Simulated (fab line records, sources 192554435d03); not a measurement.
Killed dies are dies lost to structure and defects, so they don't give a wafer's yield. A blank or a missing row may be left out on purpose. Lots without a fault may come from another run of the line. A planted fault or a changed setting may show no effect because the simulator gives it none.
Chamber matching | flow n5_finfet | N5_SPACER0_ALD_00 on ald_sin-02: 4 sister chambers
The step deposits SiOCN, target thk 3.5 nm, pulse time 3 s, purge time 2 s. 4 wafers are shown with their chamber, then 8 later ones without.

WAFERS WITH THEIR CHAMBER
wafer  | chamber | heater_power_w (W)
L079.2 | 1       | 732
L081.4 | 2       | 751
L083.6 | 0       | 846
L087.3 | 3       | 970

WAFERS WITHOUT THEIR CHAMBER
wafer  | heater_power_w (W)
L087.4 | 860
L087.6 | 948
L089.1 | 739
L089.2 | 731
L089.4 | 861
L091.1 | 738
L091.4 | 979
L091.6 | 740

WHICH CHAMBER EACH WENT THROUGH
wafer  | from the rows above     | in truth
L087.4 | 0                       | 0
L087.6 | 3                       | 3
L089.1 | can't be placed: 1 or 2 | 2
L089.2 | can't be placed: 1 or 2 | 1
L089.4 | 0                       | 0
L091.1 | can't be placed: 1 or 2 | 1
L091.4 | 3                       | 3
L091.6 | can't be placed: 1 or 2 | 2
Placed correctly: 4 of 8. Can't be placed from these rows: 4 (the true chamber is among the candidates in 4). Placed wrongly: 0.
How it was worked out, from the rows above alone: a wafer's distance from a chamber is the root of the sum, over the readings, of the square of ((its reading less the chamber's mean) divided by the reading's scatter). The wafer belongs to the nearest chamber; if the next one is less than 2 further off, it can't be placed. A chamber's mean is the mean of its shown wafers. The scatter: with one shown wafer a chamber, the root of the mean of the squares of how far each hidden wafer lies from its nearest shown one.
